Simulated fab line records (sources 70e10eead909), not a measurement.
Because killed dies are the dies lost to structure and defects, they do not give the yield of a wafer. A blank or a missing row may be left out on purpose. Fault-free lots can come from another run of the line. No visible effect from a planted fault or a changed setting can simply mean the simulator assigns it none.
Which tool was responsible? + flow nandHarc + 6 lots, 18 wafers sampled, at 5 steps of a route of 1302

WHAT THE GAUGES READ, wafer by wafer
NHARC_END_SORT_01.
| lot  | measured     | on        | killedAtPeriphery |
|------|--------------|-----------|-------------------|
| L154 | day 25 00:15 | prober-02 | 3 1 2             |
| L164 | day 29 02:59 | prober-02 | 3 2 2             |
| L171 | day 32 17:45 | prober-01 | 3 1 0             |

WHAT TOOL EACH LOT RAN ON (gives the tool, then ch and the chambers of the sampled wafers, and finally the start)
| lot  | NHARC_P_M1_STRIP_18               | NHARC_P_M1_CMP_23             | NHARC_P_M2_SOFTBAKE_04           | NHARC_P_M2_ETCH_35                |
|------|-----------------------------------|-------------------------------|----------------------------------|-----------------------------------|
| L154 | rieDiel-08 ch 1,2, day 7 06:50    | cmp-03 ch 0,1,3, day 7 08:37  | lithoTrack-04 ch 0, day 7 10:00  | rieDiel-10 ch 0,1,2, day 7 10:42  |
| L162 | rieDiel-03 ch 2,3, day 10 04:20   | cmp-03 ch 2,3, day 10 06:05   | lithoTrack-04 ch 0, day 10 07:00 | rieDiel-12 ch 0,1,2, day 10 08:05 |
| L164 | rieDiel-03 ch 1,2, day 10 15:19   | cmp-04 ch 0,1,2, day 10 17:07 | lithoTrack-01 ch 0, day 10 18:00 | rieDiel-12 ch 1,2, day 10 19:20   |
| L171 | rieDiel-03 ch 0,2,3, day 13 20:52 | cmp-03 ch 1,2,3, day 13 22:36 | lithoTrack-06 ch 0, day 13 23:00 | rieDiel-10 ch 1,2,3, day 14 00:34 |
| L174 | rieDiel-08 ch 0,2, day 14 22:20   | cmp-03 ch 2,3, day 15 00:02   | lithoTrack-04 ch 0, day 15 01:00 | rieDiel-04 ch 1,3, day 15 02:11   |
| L176 | rieDiel-06 ch 1,2,3, day 15 18:45 | cmp-03 ch 0,1,3, day 15 20:28 | lithoTrack-01 ch 0, day 15 21:00 | rieDiel-12 ch 0,1,3, day 15 22:36 |
- NHARC_P_M1_STRIP_18: strips in N2/H2.
- NHARC_P_M1_CMP_23: polishes, t overpolish 20 s, target thk 157.82 nm.
- NHARC_P_M2_SOFTBAKE_04: time 55 s.
- NHARC_P_M2_ETCH_35: etches the open film in N2/H2, target depth 40 nm, overetch 12 nm, time 43.94 s.

THE ANSWER, worked out from the rows above alone
Rule: the usual values come from the lots themselves. Put in order of their means at a reading, lots are off if they are a third of the lots or fewer, leave a main group of 4 or more, and stand apart from it by a gap of 3 or more times the standard deviation of the main group's means; of several such gaps the widest counts. Not used: any main group whose means are identical at the precision the tables above print for the reading. Also off: a lot with no number at a reading for which 4 or more lots have one. All remaining lots with rows at the step are treated as sound.
None of the lots is off at any reading shown; this tells nothing.

WHAT WAS PUT IN BY THE SIMULATOR
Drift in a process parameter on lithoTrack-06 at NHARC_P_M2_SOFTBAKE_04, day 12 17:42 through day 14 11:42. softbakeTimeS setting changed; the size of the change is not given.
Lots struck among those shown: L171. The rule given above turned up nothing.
